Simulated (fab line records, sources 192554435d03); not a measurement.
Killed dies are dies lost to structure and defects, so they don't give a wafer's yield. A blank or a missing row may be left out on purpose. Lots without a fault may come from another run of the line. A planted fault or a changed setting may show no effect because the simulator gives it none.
Chamber matching | flow n5_finfet | N5_SDB_ETCH_18 on rie_diel-01: 4 sister chambers
The step etches SOC in N2/H2, target depth 100 nm, overetch 20 nm, time 150 s. 4 wafers are shown with their chamber, then 7 later ones without.

WAFERS WITH THEIR CHAMBER
wafer  | chamber | showerhead_plenum_p_Torr (Torr)
L715.4 | 2       | 2.62
L715.5 | 1       | 2.70
L717.2 | 0       | 2.43
L717.3 | 3       | 2.66

WAFERS WITHOUT THEIR CHAMBER
wafer  | showerhead_plenum_p_Torr (Torr)
L717.5 | 2.66
L722.1 | 2.69
L722.4 | 2.66
L722.6 | 2.69
L726.1 | 2.61
L726.3 | 2.69
L726.6 | 2.69

WHICH CHAMBER EACH WENT THROUGH
wafer  | from the rows above | in truth
L717.5 | 3                   | 3
L722.1 | 1                   | 1
L722.4 | 3                   | 3
L722.6 | 1                   | 1
L726.1 | 2                   | 2
L726.3 | 1                   | 1
L726.6 | 1                   | 1
Placed correctly: 7 of 7. Can't be placed from these rows: 0. Placed wrongly: 0.
How it was worked out, from the rows above alone: a wafer's distance from a chamber is the root of the sum, over the readings, of the square of ((its reading less the chamber's mean) divided by the reading's scatter). The wafer belongs to the nearest chamber; if the next one is less than 2 further off, it can't be placed. A chamber's mean is the mean of its shown wafers. The scatter: with one shown wafer a chamber, the root of the mean of the squares of how far each hidden wafer lies from its nearest shown one.
